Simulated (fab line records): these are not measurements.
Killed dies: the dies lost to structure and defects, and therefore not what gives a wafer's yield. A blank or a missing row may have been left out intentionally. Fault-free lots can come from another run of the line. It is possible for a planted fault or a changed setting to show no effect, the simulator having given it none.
A lot that was struck, set against a sound lot	flow n5Finfet	15 out of 1938 route steps
Sound: the wafers L727.2, L727.3, L727.6. Struck: wafer L732.4. (L732.6 of the same lot was not struck and is left out.) The cause comes at the end.
Per side, at each step with rows, come the tool, then ch with its chambers, and then its first start. Under that, the readings that differ: sound wafers	struck wafers	difference of the means	sigmas: that difference in standard deviations of wafers without a fault.
alike: same words and numbers on both sides, and readings whose means sit less than 2 such deviations apart. not compared: any withheld reading, any reading some wafer has no value for, any bound like >300 that may hide the same value, and any number with overlapping values for which the record gives no deviation.
A row with sigmas, a row that says differs or no value, or rows on one side alone: a step with any of these is where the two part. Non-overlapping numbers with no deviation appear without sigmas and do not part them. Lack of a reading on every wafer of one side parts them only where that side has two or more wafers.

first, 2 steps without rows for these wafers: N5_BEOL_M5_SPUTTER_81 (material Cu, target thk 15 nm, time 27.62 s); N5_BEOL_M5_ANNEAL_82 (time 1800 s).
N5_BEOL_M5_SPUTTER_83: material Cu, target thk 15 nm, time 27.62 s.
  struck on pvdSputter-01, day 12 03:16; sound on pvdSputter-01, day 10 19:25
  alike: throttleValvePct
N5_BEOL_M5_ANNEAL_84: time 1800 s.
  struck on pvdSputter-01, day 12 03:20; sound on pvdSputter-01, day 10 19:30
  alike: heaterPowerW
N5_BEOL_M5_SPUTTER_88: material Cu, target thk 15 nm, time 27.62 s.
  struck on pvdSputter-01, day 12 04:20; sound on pvdSputter-01, day 10 20:30
  alike: throttleValvePct
then, 3 steps without rows for these wafers: N5_BEOL_M5_ANNEAL_89 (time 1800 s); N5_BEOL_M5_SPUTTER_90 (material Cu, target thk 4.5 nm, time 8.29 s); N5_BEOL_M5_ECD_50 (material Cu, target thk 300 nm).
N5_BEOL_M5_ANNEAL_51: time 90 s.
  sound on rtpAnneal-02 ch 0, day 10 21:57; struck on rtpAnneal-01 ch 0, day 12 05:46
  alike: wafer_temp_C_max
then, 1 step without rows for these wafers: N5_BEOL_M5_CMP_52 (polishes, stops on SiCOH lowk, t overpolish 6.9 s, target thk 62 nm).
N5_BEOL_M5_THK_MEAS_53: measures by xrf.
  struck on filmMetro-02, day 12 06:14; sound on filmMetro-02, day 10 22:30
  alike: M5_THK
N5_BEOL_M5_PRE_CLEAN_77: time 15 s.
  sound on cvdCo-01 ch 0,2, day 10 22:32; struck on cvdCo-01 ch 1, day 12 06:17
  alike: heaterPowerW
N5_BEOL_M5_CO_CAP_78: material Co, precursor CCTBA/H2, target thk 2 nm, time 102.1 s.
  sound on cvdCo-01 ch 0,2, day 10 22:35; struck on cvdCo-01 ch 1, day 12 06:20
reading	sound	struck	difference	sigmas
runLengthS (s)	124.3 125.0 125.2	157.4	+32.6	+58
model.Co_of_BEOL_M5_CO_CAP_78.thkNm (nm)	2.2 2 2	3	+1	
  alike: heaterPowerW
then, 1 step without rows for these wafers: N5_BEOL_M5_PRE_CLEAN_55 (time 15 s).
-- here the record skips 4 days between the struck wafers' starts before and after, leaving off in module BEOL_M5 and picking up in module PASSIVATION (first step shown: number 1936 of the route) --
N5_PASSIVATION_PROBE_49:
  rows exist in the record for the struck wafers here (prober-02, day 16 12:15), but not for the sound ones

## WHERE THEY PART
Earliest at N5_BEOL_M5_CO_CAP_78; latest, in this record, at N5_PASSIVATION_PROBE_49.

WHY: the cause the simulator had injected
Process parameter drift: cvdCo-01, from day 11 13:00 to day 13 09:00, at N5_BEOL_M5_CO_CAP_78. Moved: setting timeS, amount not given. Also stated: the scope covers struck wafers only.
